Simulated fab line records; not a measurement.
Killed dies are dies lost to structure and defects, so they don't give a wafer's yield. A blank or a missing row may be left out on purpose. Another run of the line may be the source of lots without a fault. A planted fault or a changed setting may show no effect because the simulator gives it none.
Chamber matching + flow nand harc + NHARC_A_CHANNEL_FILL_D1_ALD_14 on ald hk-04 has 4 sister chambers
The step deposits SiO2, target thk 2.5 nm, pulse time 10 s, ald cycles 25. 8 wafers are shown with their chamber, then 8 later ones without.

## WAFERS PAIRED WITH THEIR CHAMBERS
| wafer  | chamber | heater power w (W) | precursor pulse height rel |
|--------|---------|--------------------|----------------------------|
| L214.5 | 0       | 496                | 0.986                      |
| L215.6 | 0       | 481                | 0.987                      |
| L216.2 | 1       | 440                | 1.008                      |
| L216.4 | 3       | 523                | 1.042                      |
| L218.2 | 2       | 465                | 0.992                      |
| L218.5 | 2       | 464                | 0.993                      |
| L218.6 | 1       | 407                | 1.001                      |
| L217.2 | 3       | 503                | 1.002                      |

## WAFERS MISSING THEIR CHAMBER
| wafer  | heater power w (W) | precursor pulse height rel |
|--------|--------------------|----------------------------|
| L217.3 | 413                | 1.030                      |
| L217.6 | 407                | 0.992                      |
| L220.2 | 491                | 1.030                      |
| L220.4 | 495                | 0.969                      |
| L220.6 | 415                | 1.005                      |
| L228.1 | 409                | 0.987                      |
| L228.5 | 481                | 0.999                      |
| L228.6 | 419                | 1.002                      |

## WHICH CHAMBER EACH WENT THROUGH
| wafer  | from the rows above          | in truth |
|--------|------------------------------|----------|
| L217.3 | 1                            | 1        |
| L217.6 | 1                            | 1        |
| L220.2 | can't be placed: 3 or 0 or 2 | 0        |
| L220.4 | can't be placed: 0 or 2      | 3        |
| L220.6 | 1                            | 1        |
| L228.1 | 1                            | 1        |
| L228.5 | can't be placed: 0 or 2 or 3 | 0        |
| L228.6 | 1                            | 1        |
Placed correctly: 5 of 8. Can't be placed from these rows: 3 (the true chamber is among the candidates in 2). Wrongly placed: 0.
How it was worked out, from the rows above alone: a wafer's distance from a chamber is the root of the sum, over the readings, of the square of ((its reading less the chamber's mean) divided by the reading's scatter). If the next closest chamber is less than 2 further off than the closest, the wafer can't be placed; otherwise it belongs to the closest. For every chamber, the mean is computed from those of its wafers that are shown. The scatter is the square root of a quotient: the sum, over the shown wafers, of each reading's squared deviation from its chamber's mean, divided by wafers minus chambers.
